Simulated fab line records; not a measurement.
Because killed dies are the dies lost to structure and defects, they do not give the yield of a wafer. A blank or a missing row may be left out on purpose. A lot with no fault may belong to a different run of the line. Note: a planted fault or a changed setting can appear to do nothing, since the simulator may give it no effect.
One fault through the eyes of 2 desks | flow n5-finfet | each desk holds nothing but its own numbers, with what lay behind them at the end

METROLOGY DESK
What the gauges read for every lot (on any tool): the sampled wafers with a number, averaged. Marked OUT: a lot whose mean sits more than 4 standard deviations from the usual mean, which makes it out of limits; the brackets give that distance. Only the readings that lie furthest out on some lot appear, 7 of the 10 it has.
Columns: A = DIBL_N at N5_BEOL_M4_RC_MEAS_101, usual 36.5 mV/V; B = IOFF_N at N5_BEOL_M4_RC_MEAS_101, usual 0.17 nA/um; C = IOFF_P at N5_BEOL_M4_RC_MEAS_101, usual 0.21 nA/um; D = ION_N at N5_BEOL_M4_RC_MEAS_101, usual 678 uA/um; E = ION_P at N5_BEOL_M4_RC_MEAS_101, usual 462 uA/um; F = VT_N at N5_BEOL_M4_RC_MEAS_101, usual 249 mV; G = VT_P at N5_BEOL_M4_RC_MEAS_101, usual -251 mV
lot  | first seen here | A    | B    | C    | D   | E   | F   | G
L946 | day 9 12:31     | 39.4 | 0.22 | 0.23 | 683 | 463 | 246 | -252
L947 | day 9 16:39     | 34.1 | 0.15 | 0.21 | 677 | 468 | 251 | -250
L950 | day 9 21:43     | 37.7 | 0.17 | 0.20 | 675 | 457 | 250 | -252
L953 | day 11 09:53    | 37.4 | 0.17 | 0.20 | 682 | 465 | 249 | -253
L957 | day 13 01:29    | 38.0 | 0.17 | 0.20 | 675 | 448 | 250 | -256
L959 | day 13 06:35    | 34.0 | 0.11 | 0.15 | 662 | 454 | 255 | -254
L961 | day 13 11:50    | 37.3 | 0.18 | 0.23 | 694 | 472 | 246 | -250
L965 | day 13 20:02    | 36.4 | 0.17 | 0.19 | 680 | 460 | 248 | -254
L964 | day 14 06:35    | 37.0 | 0.17 | 0.23 | 683 | 466 | 249 | -250
L966 | day 14 21:52    | 35.9 | 0.17 | 0.19 | 673 | 460 | 247 | -252
Finding of this desk: none of the 10 lots has anything out of limits.

AT THE TOOL OWNER'S DESK: ald-sin-02
The tool's own readings at N5_FIN_SAQP_ALD_61 (deposits SiO2, target thk 4 nm, pulse time 1 s, purge time 2 s): means of the sampled wafers that have a number, for each lot that ran on this tool. Marked OUT: a lot whose mean sits more than 4 standard deviations from the usual mean, which makes it out of limits; the brackets give that distance.
Columns: A = heater-power-w at N5_FIN_SAQP_ALD_61, usual 484 W; B = precursor-pulse-height-rel at N5_FIN_SAQP_ALD_61, usual 1.000
lot  | first seen here | A   | B
L946 | day 2 08:01     | 471 | 1.008
L947 | day 2 16:19     | 453 | 1.002
L953 | day 4 03:07     | 560 | 0.997
L957 | day 5 04:11     | 644 | 1.009
L959 | day 5 15:05     | 454 | 0.990
L961 | day 6 02:31     | 538 | 0.991
Finding of this desk: none of the 6 lots has anything out of limits.

PUT TOGETHER
Metrology desk: nothing out of limits seen.
The desk of the tool owner found nothing out of limits.

WHAT WAS PUT IN BY THE SIMULATOR
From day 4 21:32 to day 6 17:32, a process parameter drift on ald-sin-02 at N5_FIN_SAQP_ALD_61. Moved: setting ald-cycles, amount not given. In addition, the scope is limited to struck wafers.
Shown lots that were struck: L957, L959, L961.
